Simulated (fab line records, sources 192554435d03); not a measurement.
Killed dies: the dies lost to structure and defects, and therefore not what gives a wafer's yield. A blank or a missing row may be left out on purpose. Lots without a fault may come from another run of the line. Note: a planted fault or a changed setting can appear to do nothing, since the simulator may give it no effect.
Matching of chambers | flow n5_finfet | 4 sister chambers for N5_BEOL_M11_VIA_ETCH_34 on rie_diel-02
The step etches SiCOH lowk in C4F6/O2, target depth 184.5 nm, time 69.2 s. 4 wafers are shown with their chamber, then 12 later ones without.

== EACH WAFER AND ITS CHAMBER ==
wafer  | chamber | showerhead_plenum_p_Torr (Torr)
L085.4 | 1       | 2.89
L087.1 | 3       | 3.04
L087.2 | 2       | 2.95
L087.5 | 0       | 2.87

== WAFERS WHOSE CHAMBER IS MISSING ==
wafer  | showerhead_plenum_p_Torr (Torr)
L088.1 | 2.94
L088.4 | 2.89
L088.5 | 2.94
L093.2 | 2.87
L093.4 | 2.88
L093.6 | 2.88
L076.2 | 2.88
L076.3 | 2.87
L076.5 | 2.88
L096.1 | 2.93
L096.3 | 2.87
L096.4 | 2.86

== CHAMBER TAKEN BY EACH ==
wafer  | from the rows above     | in truth
L088.1 | 2                       | 2
L088.4 | 1                       | 1
L088.5 | 2                       | 2
L093.2 | 0                       | 0
L093.4 | can't be placed: 0 or 1 | 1
L093.6 | can't be placed: 0 or 1 | 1
L076.2 | can't be placed: 0 or 1 | 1
L076.3 | 0                       | 0
L076.5 | can't be placed: 0 or 1 | 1
L096.1 | 2                       | 2
L096.3 | 0                       | 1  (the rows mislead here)
L096.4 | 0                       | 0
Correctly placed: 7 of 12. Cannot be placed on the basis of these rows: 4; the candidates contain the true chamber in 4. Wrongly placed: 1.
How it was worked out, from the rows above alone: a wafer's distance from a chamber is the root of the sum, over the readings, of the square of ((its reading less the chamber's mean) divided by the reading's scatter). If the next closest chamber is less than 2 further off than the closest, the wafer can't be placed; otherwise it belongs to the closest. A chamber's mean is the mean of its shown wafers. The scatter: root of mean squared gap, hidden wafer to nearest shown wafer, with one shown wafer a chamber.
